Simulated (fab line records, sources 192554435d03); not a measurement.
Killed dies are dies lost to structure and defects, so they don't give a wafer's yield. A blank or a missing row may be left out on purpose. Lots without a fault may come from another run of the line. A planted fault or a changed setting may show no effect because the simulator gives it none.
Chamber matching | flow n5_finfet | N5_DUMMY_GATE_TRIM_49 on rie_si-04: 4 sister chambers
The step chemistry O2, time 29 s, target cd 14 nm. 8 wafers are shown with their chamber, then 12 later ones without.

WAFERS WITH THEIR CHAMBER
wafer  | chamber | throttle_valve_pct (%) | drypump_motor_current_A (A)
L083.3 | 1       | 8.39                   | 5.3
L084.1 | 0       | 7.94                   | 5.9
L086.2 | 1       | 8.37                   | 5.3
L086.3 | 0       | 7.93                   | 5.9
L086.4 | 2       | 8.30                   | 6.3
L087.1 | 2       | 8.30                   | 6.4
L087.2 | 3       | 8.03                   | 5.3
L087.6 | 3       | 8.03                   | 5.3

WAFERS WITHOUT THEIR CHAMBER
wafer  | throttle_valve_pct (%) | drypump_motor_current_A (A)
L088.2 | 8.37                   | 5.3
L088.5 | 7.92                   | 5.9
L088.6 | 8.03                   | 5.3
L089.1 | 8.37                   | 5.3
L089.2 | 8.31                   | 6.4
L089.4 | 7.93                   | 5.9
L092.2 | 8.04                   | 5.3
L092.3 | 7.94                   | 5.9
L092.5 | 7.93                   | 5.9
L096.1 | 8.31                   | 6.4
L096.2 | 8.02                   | 5.3
L096.5 | 7.92                   | 5.9

WHICH CHAMBER EACH WENT THROUGH
wafer  | from the rows above | in truth
L088.2 | 1                   | 1
L088.5 | 0                   | 0
L088.6 | 3                   | 3
L089.1 | 1                   | 1
L089.2 | 2                   | 2
L089.4 | 0                   | 0
L092.2 | 3                   | 3
L092.3 | 0                   | 0
L092.5 | 0                   | 0
L096.1 | 2                   | 2
L096.2 | 3                   | 3
L096.5 | 0                   | 0
Placed correctly: 12 of 12. Can't be placed from these rows: 0. Placed wrongly: 0.
How it was worked out, from the rows above alone: a wafer's distance from a chamber is the root of the sum, over the readings, of the square of ((its reading less the chamber's mean) divided by the reading's scatter). The wafer belongs to the nearest chamber; if the next one is less than 2 further off, it can't be placed. A chamber's mean is the mean of its shown wafers. The scatter: the root of (the sum of the squares of (reading less its chamber's mean) over the shown wafers, divided by (wafers less chambers)).
